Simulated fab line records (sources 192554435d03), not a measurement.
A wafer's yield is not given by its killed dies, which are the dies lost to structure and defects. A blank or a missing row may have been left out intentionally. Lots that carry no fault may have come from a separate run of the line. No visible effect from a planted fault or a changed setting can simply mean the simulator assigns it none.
Code-filled problem report in 8D (eight disciplines) form || flow n5Finfet || the parts of the form that need people (team, actions taken, sign-off) are left out

## 1. WHAT WENT WRONG
Across 5 wafers from 3 lots, M4_ILD_THK at N5_BEOL_M4_THK_MEAS_01 averages 128.0 nm, while fault-free wafers read 79.4 nm with a standard deviation of 0.99. That is +49 standard deviations from the usual mean.
The first sign was on wafer L464.1 at day 11 19:11, on filmMetro-01. Wafers with a number at this step in the record: 30, from 12 lots. Rule for "out" (also "out of limits"): further than 4 standard deviations from the usual mean. The other wafers with a number count as sound.

## 2. WHAT IT IS; WHAT IT IS NOT
{"question": "which readings at this step", "is": "M4_ILD_THK", "is not": "-"}
{"question": "which lots", "is": "L464, L465, L469", "is not": "L449, L453, L455, L457, L458, L461, L463, L470, L471"}
{"question": "which wafers of those lots", "is": "L464.1, L464.2, L465.1, L465.2, L469.2", "is not": "L469.3"}
{"question": "read on which gauges", "is": "filmMetro-01, filmMetro-02", "is not": "-"}
{"question": "when", "is": "from day 11 19:11", "is not": "up to then (18 sound wafers); but 7 sound wafers of L469, L470, L471 came after"}

## 3. THE SUSPECTS, EACH WITH WHAT RULES IT OUT
Counting: a tool at a process step up to the reading stays a suspect if it ran every lot that is out. Sound lots after the first of them don't rule it out here, since some wafers of a struck lot are sound.
- the gauge at N5_BEOL_M4_THK_MEAS_01 has been ruled out. Those wafers that are out were read across 2 gauges (filmMetro-01, filmMetro-02).
- pecvd-02 at N5_BEOL_M4_ILD_DEP_00 (deposits SiOC from DEMS/O2, target thk 79 nm, time 15.3 s): kept. It ran every lot that is out, first L464 (day 11 19:06); its last sound lot up to then is L461 (day 11 17:19).
- Within pecvd-02 at N5_BEOL_M4_ILD_DEP_00: the wafers that are out ran in chambers 0, 2; their sound lot-mates ran in chamber 1.
After counting, what remains is pecvd-02 at N5_BEOL_M4_ILD_DEP_00.

## 4. THE CAUSE (what the simulator had put in)
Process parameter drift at N5_BEOL_M4_ILD_DEP_00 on pecvd-02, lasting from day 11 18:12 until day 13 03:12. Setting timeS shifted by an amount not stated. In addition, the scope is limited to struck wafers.
After counting, this tool was the only one left.

## 5. SEQUENCE OF EFFECTS, ordered by route
One row per reading whose mean, taken over the struck wafers that have a number, lies over 3 standard deviations from the usual. Only readings whose record carries a usual standard deviation are examined. hours: median over the lots of the time between each lot's start at the first step of this table that gives one and its start at this step. sigmas: the change, counted in usual standard deviations.
{"hours": 0, "step": "N5_BEOL_M4_THK_MEAS_01", "reading": "M4_ILD_THK", "usual": "79.4 nm", "on struck wafers": 128.0, "change": "+48.6", "sigmas": "+49"}
{"hours": 122, "step": "N5_PASSIVATION_PROBE_49", "reading": "defectLimitedYield", "usual": "91.4 %", "on struck wafers": 0.0, "change": -91.4, "sigmas": -65}
{"hours": 122, "step": "N5_PASSIVATION_PROBE_49", "reading": "killed_at_M4_up", "usual": 13, "on struck wafers": 1091, "change": "+1078", "sigmas": "+99 or more"}
{"hours": 122, "step": "N5_PASSIVATION_PROBE_49", "reading": "killedDies", "usual": 101, "on struck wafers": 1180, "change": "+1079", "sigmas": "+63"}
{"hours": 122, "step": "N5_PASSIVATION_PROBE_49", "reading": "killedOnRim", "usual": 14, "on struck wafers": 152, "change": "+138", "sigmas": "+31"}
{"hours": 122, "step": "N5_PASSIVATION_PROBE_49", "reading": "sort_bin_5_function", "usual": "5.0 %", "on struck wafers": 96.1, "change": "+91.1", "sigmas": "+98"}
{"hours": 122, "step": "N5_PASSIVATION_PROBE_49", "reading": "sortNPass", "usual": 1078, "on struck wafers": 0, "change": -1078, "sigmas": -63}
{"hours": 122, "step": "N5_PASSIVATION_PROBE_49", "reading": "sortYieldPct", "usual": "91.4 %", "on struck wafers": 0.0, "change": -91.4, "sigmas": -65}
Process steps it contains:
- N5_PASSIVATION_PROBE_49

## 6. WHAT WOULD HAVE CAUGHT IT SOONER
In this record the first reading out of limits at a measuring or inspecting step was taken at day 11 19:11, 1 hour after the fault began at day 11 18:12.
No tool reading at N5_BEOL_M4_ILD_DEP_00 that has a usual standard deviation in the record was out on any struck wafer, so an alarm limit of 4 standard deviations on those readings would not have fired.
Of the lots that are out (3), L465, L469 began N5_BEOL_M4_ILD_DEP_00 on pecvd-02 after day 11 19:11. A hold on the tool at that time would have spared those 2.
